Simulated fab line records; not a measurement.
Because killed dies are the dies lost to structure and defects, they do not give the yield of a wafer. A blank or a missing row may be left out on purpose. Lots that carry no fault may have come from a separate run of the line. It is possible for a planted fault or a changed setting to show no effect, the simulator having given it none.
A lot that was struck, set against a sound lot | flow nandHarc | 15 out of 1302 route steps
Sound: wafers L409.1, L409.2, L409.3. The struck wafers were L403.2, L403.4, L403.6. At the end, the cause is stated.
Order at every step that has rows: each side's tool, ch and its chambers, its first start. Under that, the readings that differ: sound wafers | struck wafers | difference of the means | sigmas: that difference in standard deviations of wafers without a fault.
alike: readings with means less than 2 such deviations apart, plus words and numbers identical on both sides. not compared: withheld readings, readings lacking a value on some wafer, bounds such as >300 that could conceal the same value, and numbers that have no deviation in the record and whose values overlap.
A row with sigmas, a row that says differs or no value, or rows on one side alone: a step with any of these is where the two part. Non-overlapping numbers with no deviation appear without sigmas and do not part them. A reading that every wafer of one side lacks parts them only if that side has two wafers or more.

first, 5 steps without rows for these wafers: NHARC_A_BONDPAD_SOFTBAKE_04 (time 70 s); NHARC_A_BONDPAD_EBR_05; NHARC_A_BONDPAD_EXPOSE_06 (exposes mask A BPAD); NHARC_A_BONDPAD_PEB_07 (peb time 80 s); NHARC_A_BONDPAD_DEVELOP_08 (time 50 s).
NHARC_A_BONDPAD_CD_MEAS_09: target cd 500 nm.
  sound on cdSem-01 ch 0, day 27 18:21; struck on cdSem-03 ch 0, day 25 12:32
  alike: cdNm
NHARC_A_BONDPAD_OVL_MEAS_35:
  sound on overlay-01 at day 27 18:26; struck on overlay-02 at day 25 12:37
  alike: overlayXNm, overlayYNm
then, 1 step without rows for these wafers: NHARC_A_BONDPAD_HARDBAKE_10 (time 65 s).
NHARC_A_BONDPAD_DESCUM_11: chemistry O2, time 3 s.
  sound on rieDiel-10 ch 1,2,3, day 27 18:34; struck on rieDiel-10 ch 0,1,3, day 25 12:44
  alike: drypumpMotorCurrentA, oesProductAu, rfVppV, showerheadPlenumPTorr, throttleValvePct
  not compared: rfHoursCounterH
NHARC_A_BONDPAD_ETCH_34: etches the open film in N2/H2, target depth 60 nm, overetch 18 nm, time 65.91 s.
  sound on rieDiel-10 ch 1,2,3, day 27 18:39; struck on rieDiel-10 ch 0,1, day 25 12:50
  alike: drypumpMotorCurrentA, oesProductAu, rfVppV, showerheadPlenumPTorr, throttleValvePct
  not compared: rfHoursCounterH
NHARC_A_BONDPAD_ETCH_12: etches the open film in CHF3/O2, target depth 220 nm, time 110 s.
  sound on rieDiel-10 ch 0,1,3; struck on rieDiel-10 ch 1,2,3
reading             | sound             | struck            | difference | sigmas
oesProductAu (a.u.) | 0.962 0.965 0.976 | 0.923 0.906 0.954 | -0.040     | -2
  alike: drypumpMotorCurrentA, rfVppV, showerheadPlenumPTorr, throttleValvePct
  not compared: rfHoursCounterH
NHARC_A_BONDPAD_CD_MEAS_13:
  sound on cdSem-03 at day 27 18:53; struck on cdSem-02 at day 25 13:04
  alike: cdNm
NHARC_A_BONDPAD_STRIP_15: strips in O2.
  sound on rieDiel-13 ch 1,2,3, day 27 18:58; struck on rieDiel-13 ch 0,1,3, day 25 13:08
  no value came back on the struck wafers for any of 8 readings (biasW (W), chamberPressureMTorr (mTorr) and others); on the sound wafers biasW (W) reads 0 0 0
NHARC_A_BONDPAD_ETCH_24: etches the open film in CF4/N2, target depth 30 nm, time 72.99 s.
  sound on rieDiel-13 ch 0,1,2; struck on rieDiel-13 ch 1,2,3, day 25 13:17
  alike: drypumpMotorCurrentA, oesProductAu, rfVppV, showerheadPlenumPTorr, throttleValvePct
  not compared: rfHoursCounterH
NHARC_END_SORT_01:
  the record has rows for the sound wafers here (prober-01 ch 0, day 29 05:39) and none for the struck ones

## WHERE THEY PART
Earliest at NHARC_A_BONDPAD_ETCH_12; latest, in this record, at NHARC_END_SORT_01.

WHY: whatever the simulator had introduced
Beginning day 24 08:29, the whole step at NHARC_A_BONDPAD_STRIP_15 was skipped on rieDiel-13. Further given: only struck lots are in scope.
